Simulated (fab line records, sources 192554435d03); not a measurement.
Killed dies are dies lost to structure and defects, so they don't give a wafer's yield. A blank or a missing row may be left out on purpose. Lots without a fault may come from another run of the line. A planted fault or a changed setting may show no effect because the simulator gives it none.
Split-lot experiment | flow n5_finfet | 7 lots, 39 wafers read, on a route of 1938 steps

THE SPLIT
At N5_PMOS_HMC_CHANNEL_EPI_EPI_20 (deposits SiGe30, target thk 59 nm), the setting pressure_torr was moved away from the recipe's 20 Torr on 36 of the 39 wafers read, by -14.5% to +11.6%. The other wafers ran this setting at the recipe's value.

The reading is taken at the split's own step.

THE READING
SiGe30_of_PMOS_HMC_CHANNEL_EPI_EPI_20.thk_nm (the simulator's own value, which no gauge read), in nm, at N5_PMOS_HMC_CHANNEL_EPI_EPI_20 (deposits SiGe30, target thk 59 nm). The file gives no usual value for it. The 3 wafers here that ran the recipe average 59.67 nm, standard deviation 0.22 nm.

wafer  | tool, chamber at the split | pressure_torr as run, Torr | against the recipe | SiGe30_of_PMOS_HMC_CHANNEL_EPI_EPI_20.thk_nm, nm | against lot-mates on the recipe
L076.1 | epi_rpcvd-04, 0            | 18.03                      | -9.8%              | 57.36                                            | no lot-mate on the recipe
L076.2 | epi_rpcvd-04, 0            | 18.03                      | -9.8%              | 56.86                                            | no lot-mate on the recipe
L076.3 | epi_rpcvd-04, 0            | 18.03                      | -9.8%              | 56.76                                            | no lot-mate on the recipe
L076.4 | epi_rpcvd-04, 0            | 18.03                      | -9.8%              | 55.7                                             | no lot-mate on the recipe
L076.5 | epi_rpcvd-04, 0            | 18.03                      | -9.8%              | 56.13                                            | no lot-mate on the recipe
L076.6 | epi_rpcvd-04, 0            | 18.03                      | -9.8%              | 57.35                                            | no lot-mate on the recipe
L082.1 | epi_rpcvd-04, 0            | 21.41                      | +7.1%              | 59.69                                            | no lot-mate on the recipe
L082.2 | epi_rpcvd-04, 0            | 21.41                      | +7.1%              | 60.52                                            | no lot-mate on the recipe
L082.3 | epi_rpcvd-04, 0            | 21.41                      | +7.1%              | 60.19                                            | no lot-mate on the recipe
L082.4 | epi_rpcvd-04, 0            | 21.41                      | +7.1%              | 60.71                                            | no lot-mate on the recipe
L082.5 | epi_rpcvd-04, 0            | 21.41                      | +7.1%              | 59.41                                            | no lot-mate on the recipe
L082.6 | epi_rpcvd-04, 0            | 21.41                      | +7.1%              | 60.03                                            | no lot-mate on the recipe
L088.1 | epi_rpcvd-03, 0            | 21.93                      | +9.7%              | 61.38                                            | no lot-mate on the recipe
L088.2 | epi_rpcvd-03, 0            | 21.93                      | +9.7%              | 62.14                                            | no lot-mate on the recipe
L088.3 | epi_rpcvd-03, 0            | 21.93                      | +9.7%              | 61.73                                            | no lot-mate on the recipe
L088.4 | epi_rpcvd-03, 0            | 21.93                      | +9.7%              | 61.41                                            | no lot-mate on the recipe
L088.6 | epi_rpcvd-03, 0            | 21.93                      | +9.7%              | 61.41                                            | no lot-mate on the recipe
L088.5 | epi_rpcvd-03, 0            | 21.93                      | +9.7%              | 61.49                                            | no lot-mate on the recipe
L091.1 | epi_rpcvd-03, 0            | 20                         | recipe             | 59.44                                            | -
L091.4 | epi_rpcvd-03, 0            | 20                         | recipe             | 59.96                                            | -
L091.6 | epi_rpcvd-03, 0            | 20                         | recipe             | 59.6                                             | -
L092.1 | epi_rpcvd-02, 0            | 17.11                      | -14.5%             | 56.74                                            | no lot-mate on the recipe
L092.2 | epi_rpcvd-02, 0            | 17.11                      | -14.5%             | 56.72                                            | no lot-mate on the recipe
L092.3 | epi_rpcvd-02, 0            | 17.11                      | -14.5%             | 56.02                                            | no lot-mate on the recipe
L092.4 | epi_rpcvd-02, 0            | 17.11                      | -14.5%             | 56.58                                            | no lot-mate on the recipe
L092.5 | epi_rpcvd-02, 0            | 17.11                      | -14.5%             | 56.23                                            | no lot-mate on the recipe
L092.6 | epi_rpcvd-02, 0            | 17.11                      | -14.5%             | 56.62                                            | no lot-mate on the recipe
L095.1 | epi_rpcvd-03, 0            | 18.88                      | -5.6%              | 56.98                                            | no lot-mate on the recipe
L095.5 | epi_rpcvd-03, 0            | 18.88                      | -5.6%              | 56.98                                            | no lot-mate on the recipe
L095.2 | epi_rpcvd-03, 0            | 18.88                      | -5.6%              | 57.19                                            | no lot-mate on the recipe
L095.3 | epi_rpcvd-03, 0            | 18.88                      | -5.6%              | 56.63                                            | no lot-mate on the recipe
L095.4 | epi_rpcvd-03, 0            | 18.88                      | -5.6%              | 56.58                                            | no lot-mate on the recipe
L095.6 | epi_rpcvd-03, 0            | 18.88                      | -5.6%              | 57.14                                            | no lot-mate on the recipe
L096.1 | epi_rpcvd-02, 0            | 22.33                      | +11.6%             | 61.2                                             | no lot-mate on the recipe
L096.2 | epi_rpcvd-02, 0            | 22.33                      | +11.6%             | 61.55                                            | no lot-mate on the recipe
L096.3 | epi_rpcvd-02, 0            | 22.33                      | +11.6%             | 61.17                                            | no lot-mate on the recipe
L096.4 | epi_rpcvd-02, 0            | 22.33                      | +11.6%             | 61.36                                            | no lot-mate on the recipe
L096.5 | epi_rpcvd-02, 0            | 22.33                      | +11.6%             | 61.24                                            | no lot-mate on the recipe
L096.6 | epi_rpcvd-02, 0            | 22.33                      | +11.6%             | 61.59                                            | no lot-mate on the recipe

THE FIT
A straight line over all 39 wafers: SiGe30_of_PMOS_HMC_CHANNEL_EPI_EPI_20.thk_nm changes by +0.212 nm for each +1% of pressure_torr; r = +0.96; the points scatter about the line by 0.66 nm.
Too few moved wafers have a lot-mate on the recipe to fit a line with each lot's own level taken away.

THE FILE'S OWN FIT
SiGe30_of_PMOS_HMC_CHANNEL_EPI_EPI_20.thk_nm changes by +0.212 nm for each +1% of pressure_torr, r = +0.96.
